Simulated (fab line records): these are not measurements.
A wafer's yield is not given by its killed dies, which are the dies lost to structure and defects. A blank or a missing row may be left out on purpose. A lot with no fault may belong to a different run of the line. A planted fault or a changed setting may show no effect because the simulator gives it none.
Lot-split experiment || flow n5_finfet || 21 wafers read across 7 lots, on a route 1938 steps long

ABOUT THE SPLIT
At N5_SDB_ETCH_17 (etches SiARC in CF4, target depth 23.4 nm, time 39 s), the setting bias_w was moved away from the recipe's 36 W on 4 of the 21 wafers read, by -8.6% to +12.1%. All remaining wafers had this setting at the recipe value.

The reading comes from the split's own step.

THE READING
rf_vpp_V, in V, at N5_SDB_ETCH_17 (etches SiARC in CF4, target depth 23.4 nm, time 39 s). Fault-free wafers of this fab line usually give 184.2 V, standard deviation 1.2 V.

{"wafer": "L076.1", "tool, chamber at the split": "rie_diel-06, 2", "bias_w as run, W": 36, "against the recipe": "recipe", "rf_vpp_V, V": 183.1, "against lot-mates on the recipe": "-"}
{"wafer": "L076.2", "tool, chamber at the split": "rie_diel-06, 1", "bias_w as run, W": 36, "against the recipe": "recipe", "rf_vpp_V, V": 186.1, "against lot-mates on the recipe": "-"}
{"wafer": "L076.5", "tool, chamber at the split": "rie_diel-06, 3", "bias_w as run, W": 36, "against the recipe": "recipe", "rf_vpp_V, V": 186.3, "against lot-mates on the recipe": "-"}
{"wafer": "L080.1", "tool, chamber at the split": "rie_diel-05, 2", "bias_w as run, W": 36, "against the recipe": "recipe", "rf_vpp_V, V": 185.3, "against lot-mates on the recipe": "-"}
{"wafer": "L080.3", "tool, chamber at the split": "rie_diel-05, 3", "bias_w as run, W": 37.63, "against the recipe": "+4.5%", "rf_vpp_V, V": 189.5, "against lot-mates on the recipe": "+3.8"}
{"wafer": "L080.6", "tool, chamber at the split": "rie_diel-05, 0", "bias_w as run, W": 36, "against the recipe": "recipe", "rf_vpp_V, V": 186.1, "against lot-mates on the recipe": "-"}
{"wafer": "L089.3", "tool, chamber at the split": "rie_diel-05, 3", "bias_w as run, W": 36, "against the recipe": "recipe", "rf_vpp_V, V": 184.8, "against lot-mates on the recipe": "-"}
{"wafer": "L089.4", "tool, chamber at the split": "rie_diel-05, 2", "bias_w as run, W": 36, "against the recipe": "recipe", "rf_vpp_V, V": 184.6, "against lot-mates on the recipe": "-"}
{"wafer": "L089.5", "tool, chamber at the split": "rie_diel-05, 3", "bias_w as run, W": 38.71, "against the recipe": "+7.5%", "rf_vpp_V, V": 192.8, "against lot-mates on the recipe": "+8.1"}
{"wafer": "L091.2", "tool, chamber at the split": "rie_diel-06, 0", "bias_w as run, W": 32.91, "against the recipe": "-8.6%", "rf_vpp_V, V": 174.2, "against lot-mates on the recipe": -10.4}
{"wafer": "L091.4", "tool, chamber at the split": "rie_diel-06, 1", "bias_w as run, W": 36, "against the recipe": "recipe", "rf_vpp_V, V": 184.0, "against lot-mates on the recipe": "-"}
{"wafer": "L091.6", "tool, chamber at the split": "rie_diel-06, 2", "bias_w as run, W": 36, "against the recipe": "recipe", "rf_vpp_V, V": 185.1, "against lot-mates on the recipe": "-"}
{"wafer": "L094.1", "tool, chamber at the split": "rie_diel-03, 0", "bias_w as run, W": 36, "against the recipe": "recipe", "rf_vpp_V, V": 183.6, "against lot-mates on the recipe": "-"}
{"wafer": "L094.2", "tool, chamber at the split": "rie_diel-03, 2", "bias_w as run, W": 40.37, "against the recipe": "+12.1%", "rf_vpp_V, V": 194.0, "against lot-mates on the recipe": "+9.9"}
{"wafer": "L094.5", "tool, chamber at the split": "rie_diel-03, 1", "bias_w as run, W": 36, "against the recipe": "recipe", "rf_vpp_V, V": 184.5, "against lot-mates on the recipe": "-"}
{"wafer": "L095.2", "tool, chamber at the split": "rie_diel-05, 2", "bias_w as run, W": 36, "against the recipe": "recipe", "rf_vpp_V, V": 185.0, "against lot-mates on the recipe": "-"}
{"wafer": "L095.3", "tool, chamber at the split": "rie_diel-05, 0", "bias_w as run, W": 36, "against the recipe": "recipe", "rf_vpp_V, V": 185.6, "against lot-mates on the recipe": "-"}
{"wafer": "L095.6", "tool, chamber at the split": "rie_diel-05, 3", "bias_w as run, W": 36, "against the recipe": "recipe", "rf_vpp_V, V": 184.7, "against lot-mates on the recipe": "-"}
{"wafer": "L096.2", "tool, chamber at the split": "rie_diel-03, 2", "bias_w as run, W": 36, "against the recipe": "recipe", "rf_vpp_V, V": 181.7, "against lot-mates on the recipe": "-"}
{"wafer": "L096.4", "tool, chamber at the split": "rie_diel-03, 1", "bias_w as run, W": 36, "against the recipe": "recipe", "rf_vpp_V, V": 183.5, "against lot-mates on the recipe": "-"}
{"wafer": "L096.6", "tool, chamber at the split": "rie_diel-03, 3", "bias_w as run, W": 36, "against the recipe": "recipe", "rf_vpp_V, V": 183.3, "against lot-mates on the recipe": "-"}

THE FIT
A straight line over all 21 wafers: rf_vpp_V changes by +0.973 V for each +1% of bias_w; r = +0.94; the points scatter about the line by 1.3 V.
The same after taking each lot's own level away (the mean of its wafers on the recipe; 21 wafers): +0.974 V for each +1%; r = +0.97; scatter 0.97 V.
According to that fit, moving bias_w by its largest amount changes the reading by 12 V.
The span of the lots' own levels, 182.83 to 185.70 V, comes to 2.4 times the standard deviation stated above.
Hence the lot-to-lot level has little effect on the slope; both slopes agree.
Check: for one of the wafers moved furthest among these (+12.1%), held out of the fit, the line's prediction against its lot-mates is +13.4 V. It came out at +9.95 V against them.
Tool readings at the split's step, against how far the setting was moved: rf_vpp_V r = +0.94.

ADDITIONAL SPLITS CARRIED BY THESE WAFERS
Note: prior to the reading, these wafers also went through further splits. Each is held against what the fit with the lots' levels taken away leaves over:
{"other split on the same wafers": "N5_SD_EPI_P_COAT_34 spin_rpm", "wafers away from the commonest value": 8, "r with rf_vpp_V (lot level and that fit taken away)": -0.24}

THE FILE'S OWN FIT
rf_vpp_V changes by +0.964 V for each +1% of bias_w, r = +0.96.
